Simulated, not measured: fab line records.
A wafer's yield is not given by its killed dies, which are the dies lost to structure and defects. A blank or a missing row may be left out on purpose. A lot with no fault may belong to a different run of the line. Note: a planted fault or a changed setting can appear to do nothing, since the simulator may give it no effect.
Matching of chambers :: flow n5 finfet :: N5_MOL_CONTACT_COAG_ETCH_48 on rie diel-02 has 4 sister chambers
The step etches SiOC in C4F6/O2, target depth 15 nm, overetch 4.5 nm, time 17 s. 8 wafers are shown with their chamber, then 6 later ones without.

WAFERS, EACH WITH ITS CHAMBER
wafer: L403.6
chamber: 1
throttle valve pct (%): 39.7
drypump motor current A (A): 6.4

wafer: L406.6
chamber: 2
throttle valve pct (%): 40.1
drypump motor current A (A): 5.1

wafer: L417.1
chamber: 0
throttle valve pct (%): 41.3
drypump motor current A (A): 5.1

wafer: L417.2
chamber: 3
throttle valve pct (%): 40.8
drypump motor current A (A): 5.3

wafer: L417.3
chamber: 2
throttle valve pct (%): 40.1
drypump motor current A (A): 5.2

wafer: L419.1
chamber: 0
throttle valve pct (%): 41.3
drypump motor current A (A): 5.1

wafer: L419.2
chamber: 1
throttle valve pct (%): 39.8
drypump motor current A (A): 6.4

wafer: L419.6
chamber: 3
throttle valve pct (%): 40.8
drypump motor current A (A): 5.3

WAFERS WITH NO CHAMBER GIVEN
wafer: L422.3
throttle valve pct (%): 40.2
drypump motor current A (A): 5.2

wafer: L422.4
throttle valve pct (%): 39.8
drypump motor current A (A): 6.4

wafer: L422.6
throttle valve pct (%): 41.3
drypump motor current A (A): 5.1

wafer: L424.1
throttle valve pct (%): 40.8
drypump motor current A (A): 5.3

wafer: L424.4
throttle valve pct (%): 39.8
drypump motor current A (A): 6.4

wafer: L424.6
throttle valve pct (%): 40.8
drypump motor current A (A): 5.3

THE CHAMBER EACH PASSED THROUGH
wafer: L422.3
from the rows above: 2
in truth: 2

wafer: L422.4
from the rows above: 1
in truth: 1

wafer: L422.6
from the rows above: 0
in truth: 0

wafer: L424.1
from the rows above: 3
in truth: 3

wafer: L424.4
from the rows above: 1
in truth: 1

wafer: L424.6
from the rows above: 3
in truth: 3
6 of 6 placed correctly. Not placeable from these rows: 0. Number placed wrongly: 0.
How it was worked out, from the rows above alone: a wafer's distance from a chamber is the root of the sum, over the readings, of the square of ((its reading less the chamber's mean) divided by the reading's scatter). If the next closest chamber is less than 2 further off than the closest, the wafer can't be placed; otherwise it belongs to the closest. A chamber's mean is the mean of its shown wafers. How the scatter is found: for the shown wafers, subtract from each reading the mean of its chamber, square and add these, divide the total by (wafers less chambers), then take the root.
